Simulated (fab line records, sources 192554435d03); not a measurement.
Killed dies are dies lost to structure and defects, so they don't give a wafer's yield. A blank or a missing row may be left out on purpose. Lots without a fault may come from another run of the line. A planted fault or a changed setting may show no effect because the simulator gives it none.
Split-lot experiment | flow n5_finfet | 7 lots, 39 wafers read, on a route of 1938 steps

THE SPLIT
At N5_ILD0_PRECLEAN_10 (cleans in NF3:NH3, afs cycles 5, time 20 s, sublimation time 60 s), the setting time_s was moved away from the recipe's 20 s on 18 of the 39 wafers read, by -58.8% to +36.8%. The other wafers ran this setting at the recipe's value.

The reading is taken at the split's own step.

THE READING
SiO2_flowable_of_ILD0_FCVD_FILL_01.thk_nm (the simulator's own value, which no gauge read), in nm, at N5_ILD0_PRECLEAN_10 (cleans in NF3:NH3, afs cycles 5, time 20 s, sublimation time 60 s). The file gives no usual value for it. The 21 wafers here that ran the recipe average 120.3 nm, standard deviation 1.1 nm.

wafer  | tool, chamber at the split | time_s as run, s | against the recipe | SiO2_flowable_of_ILD0_FCVD_FILL_01.thk_nm, nm | against lot-mates on the recipe
L076.1 | remote_plasma-01, 0        | 20               | recipe             | 119.8                                         | -
L076.2 | remote_plasma-01, 0        | 12.36            | -38.2%             | 127.8                                         | +8.0
L076.3 | remote_plasma-01, 0        | 12.36            | -38.2%             | 126.6                                         | +6.8
L076.4 | remote_plasma-01, 0        | 20               | recipe             | 120                                           | -
L076.5 | remote_plasma-01, 0        | 12.36            | -38.2%             | 126.2                                         | +6.4
L076.6 | remote_plasma-01, 0        | 20               | recipe             | 119.6                                         | -
L079.1 | remote_plasma-02, 0        | 27.35            | +36.8%             | 114                                           | -5.4
L079.2 | remote_plasma-02, 0        | 27.35            | +36.8%             | 115.4                                         | -4.0
L079.3 | remote_plasma-02, 0        | 27.35            | +36.8%             | 114.8                                         | -4.6
L079.4 | remote_plasma-02, 0        | 20               | recipe             | 119.2                                         | -
L079.5 | remote_plasma-02, 0        | 20               | recipe             | 118.8                                         | -
L079.6 | remote_plasma-02, 0        | 20               | recipe             | 120.2                                         | -
L080.1 | remote_plasma-01, 1        | 16.86            | -15.7%             | 123.6                                         | +1.5
L080.2 | remote_plasma-01, 1        | 16.86            | -15.7%             | 123.2                                         | +1.1
L080.3 | remote_plasma-01, 1        | 20               | recipe             | 121                                           | -
L080.4 | remote_plasma-01, 1        | 16.86            | -15.7%             | 123.8                                         | +1.7
L080.5 | remote_plasma-01, 1        | 20               | recipe             | 122.4                                         | -
L080.6 | remote_plasma-01, 1        | 20               | recipe             | 122.8                                         | -
L081.1 | remote_plasma-01, 1        | 10.84            | -45.8%             | 127.4                                         | +7.7
L081.6 | remote_plasma-01, 1        | 10.84            | -45.8%             | 127.4                                         | +7.7
L081.2 | remote_plasma-01, 1        | 20               | recipe             | 119.6                                         | -
L081.5 | remote_plasma-01, 1        | 20               | recipe             | 119.6                                         | -
L081.3 | remote_plasma-01, 1        | 20               | recipe             | 119.8                                         | -
L081.4 | remote_plasma-01, 1        | 10.84            | -45.8%             | 126.8                                         | +7.1
L085.1 | remote_plasma-01, 1        | 20               | recipe             | 121                                           | -
L085.5 | remote_plasma-01, 1        | 20               | recipe             | 121                                           | -
L085.2 | remote_plasma-01, 1        | 9.774            | -51.1%             | 130.8                                         | +9.6
L085.3 | remote_plasma-01, 1        | 20               | recipe             | 121.6                                         | -
L085.4 | remote_plasma-01, 1        | 9.774            | -51.1%             | 128.8                                         | +7.6
L085.6 | remote_plasma-01, 1        | 9.774            | -51.1%             | 129.4                                         | +8.2
L090.1 | remote_plasma-01, 0        | 20               | recipe             | 119.4                                         | -
L090.2 | remote_plasma-01, 0        | 20               | recipe             | 120.6                                         | -
L090.3 | remote_plasma-01, 0        | 8.234            | -58.8%             | 129.4                                         | +9.3
L090.4 | remote_plasma-01, 0        | 8.234            | -58.8%             | 129.6                                         | +9.5
L090.5 | remote_plasma-01, 0        | 8.234            | -58.8%             | 130.8                                         | +10.7
L090.6 | remote_plasma-01, 0        | 20               | recipe             | 120.4                                         | -
L095.4 | remote_plasma-01, 1        | 20               | recipe             | 118.4                                         | -
L095.5 | remote_plasma-01, 1        | 20               | recipe             | 121.6                                         | -
L095.6 | remote_plasma-01, 1        | 20               | recipe             | 120.4                                         | -

THE FIT
A straight line over all 39 wafers: SiO2_flowable_of_ILD0_FCVD_FILL_01.thk_nm changes by -0.164 nm for each +1% of time_s; r = -0.98; the points scatter about the line by 1 nm.
The same after taking each lot's own level away (the mean of its wafers on the recipe; 39 wafers): -0.16 nm for each +1%; r = -0.98; scatter 0.83 nm.
On that fit, the largest move of time_s shifts the reading by 9.4 nm.
The lots' own levels span 119.40 to 122.07 nm, that is 2.4 times the standard deviation above.
So the lot-to-lot level changes the slope little: the two slopes agree.
Check: with one of the wafers moved furthest among these (-58.8%) left out of the fit, the line predicts +9.58 nm for it against its lot-mates. It came out at +9.27 nm against them.

OTHER SPLITS ON THESE WAFERS
These wafers also went through other splits before the reading. Each is held against what the fit with the lots' levels taken away leaves over:
other split on the same wafers           | wafers away from the commonest value | r with SiO2_flowable_of_ILD0_FCVD_FILL_01.thk_nm (lot level and that fit taken away)
N5_ZERO_LAYER_PECVD_02 time_s            | 18                                   | +0.26
N5_PMOS_HMC_CHANNEL_EPI_DESCUM_14 time_s | 18                                   | +0.08

THE FILE'S OWN FIT
SiO2_flowable_of_ILD0_FCVD_FILL_01.thk_nm changes by -0.162 nm for each +1% of time_s, r = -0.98.
